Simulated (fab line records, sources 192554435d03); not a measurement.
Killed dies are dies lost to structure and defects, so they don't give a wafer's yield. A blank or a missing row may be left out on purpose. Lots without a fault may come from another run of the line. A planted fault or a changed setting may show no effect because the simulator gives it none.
Split-lot experiment | flow n5_finfet | 7 lots, 21 wafers read, on a route of 1938 steps

THE SPLIT
At N5_BEOL_M10_COAT_22 (resist thk 90 nm), the setting spin_rpm was moved away from the recipe's 1500 rpm on 5 of the 21 wafers read, by -6.7% to +6.8%. The other wafers ran this setting at the recipe's value.

FROM THE SPLIT TO THE READING: what the file shows between them, 3 steps
- N5_BEOL_M10_EBR_24
- N5_BEOL_M10_SOFTBAKE_23: time 60 s
- N5_BEOL_M10_DESCUM_33: chemistry O2, time 7.9 s

THE READING
CAR-ArF_of_BEOL_M10_COAT_22.thk_nm (the simulator's own value, which no gauge read), in nm, at N5_BEOL_M10_ETCH_65 (etches SiARC in CF4, target depth 39 nm, time 65 s). The file gives no usual value for it. The 16 wafers here that ran the recipe average 55.6 nm, standard deviation 0.25 nm.

wafer  | tool, chamber at the split | spin_rpm as run, rpm | against the recipe | CAR-ArF_of_BEOL_M10_COAT_22.thk_nm, nm | against lot-mates on the recipe
L077.2 | litho_track-04, 0          | 1500                 | recipe             | 55.4                                   | -
L077.5 | litho_track-04, 0          | 1500                 | recipe             | 55.2                                   | -
L077.6 | litho_track-04, 0          | 1500                 | recipe             | 55.2                                   | -
L076.2 | litho_track-03, 0          | 1500                 | recipe             | 55.6                                   | -
L076.6 | litho_track-03, 0          | 1500                 | recipe             | 55.6                                   | -
L076.3 | litho_track-03, 0          | 1500                 | recipe             | 55.4                                   | -
L086.1 | litho_track-04, 0          | 1500                 | recipe             | 55.6                                   | -
L086.3 | litho_track-04, 0          | 1400                 | -6.7%              | 58.8                                   | +3.2
L086.5 | litho_track-04, 0          | 1400                 | -6.7%              | 58.8                                   | +3.2
L084.2 | litho_track-05, 0          | 1500                 | recipe             | 55.6                                   | -
L084.4 | litho_track-05, 0          | 1500                 | recipe             | 56                                     | -
L084.6 | litho_track-05, 0          | 1500                 | recipe             | 56                                     | -
L087.1 | litho_track-03, 0          | 1594                 | +6.3%              | 52.8                                   | -3.0
L087.2 | litho_track-03, 0          | 1594                 | +6.3%              | 53                                     | -2.8
L087.5 | litho_track-03, 0          | 1500                 | recipe             | 55.8                                   | -
L096.3 | litho_track-04, 0          | 1500                 | recipe             | 55.8                                   | -
L096.4 | litho_track-04, 0          | 1500                 | recipe             | 55.8                                   | -
L096.6 | litho_track-04, 0          | 1500                 | recipe             | 55.6                                   | -
L094.1 | litho_track-05, 0          | 1500                 | recipe             | 55.2                                   | -
L094.5 | litho_track-05, 0          | 1500                 | recipe             | 55.6                                   | -
L094.6 | litho_track-05, 0          | 1602                 | +6.8%              | 52.6                                   | -2.8

THE FIT
A straight line over all 21 wafers: CAR-ArF_of_BEOL_M10_COAT_22.thk_nm changes by -0.454 nm for each +1% of spin_rpm; r = -0.99; the points scatter about the line by 0.24 nm.
The same after taking each lot's own level away (the mean of its wafers on the recipe; 21 wafers): -0.46 nm for each +1%; r = -1.00; scatter 0.15 nm.
On that fit, the largest move of spin_rpm shifts the reading by 3.1 nm.
The lots' own levels span 55.27 to 55.87 nm, that is 2.4 times the standard deviation above.
So the lot-to-lot level changes the slope little: the two slopes agree.
Check: with one of the wafers moved furthest among these (+6.8%) left out of the fit, the line predicts -3.2 nm for it against its lot-mates. It came out at -2.8 nm against them.

OTHER SPLITS ON THESE WAFERS
These wafers also went through other splits before the reading. Each is held against what the fit with the lots' levels taken away leaves over:
other split on the same wafers | wafers away from the commonest value | r with CAR-ArF_of_BEOL_M10_COAT_22.thk_nm (lot level and that fit taken away)
N5_BEOL_M7_EXPOSE_08 dose_mj   | 7                                    | -0.03
N5_BEOL_M9_COAT_05 spin_rpm    | 5                                    | +0.18
N5_BEOL_M10_COAT_63 spin_rpm   | 10                                   | +0.26

THE WHOLE CHAIN: every reading that the file lists as answering this split, in the file's order
step                | what it does                                       | reading                                                                             | change (the file's fit)               | r (the file's)
N5_BEOL_M10_COAT_22 | resist thk 90 nm                                   | CAR-ArF_of_BEOL_M10_COAT_22.thk_nm (the simulator's own value, which no gauge read) | -0.455 nm for each +1% of the setting | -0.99
N5_BEOL_M10_ETCH_65 | etches SiARC in CF4, target depth 39 nm, time 65 s | CAR-ArF_of_BEOL_M10_COAT_22.thk_nm (the simulator's own value, which no gauge read) | -0.451 nm for each +1% of the setting | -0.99

THE FILE'S OWN FIT
CAR-ArF_of_BEOL_M10_COAT_22.thk_nm changes by -0.451 nm for each +1% of spin_rpm, r = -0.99.
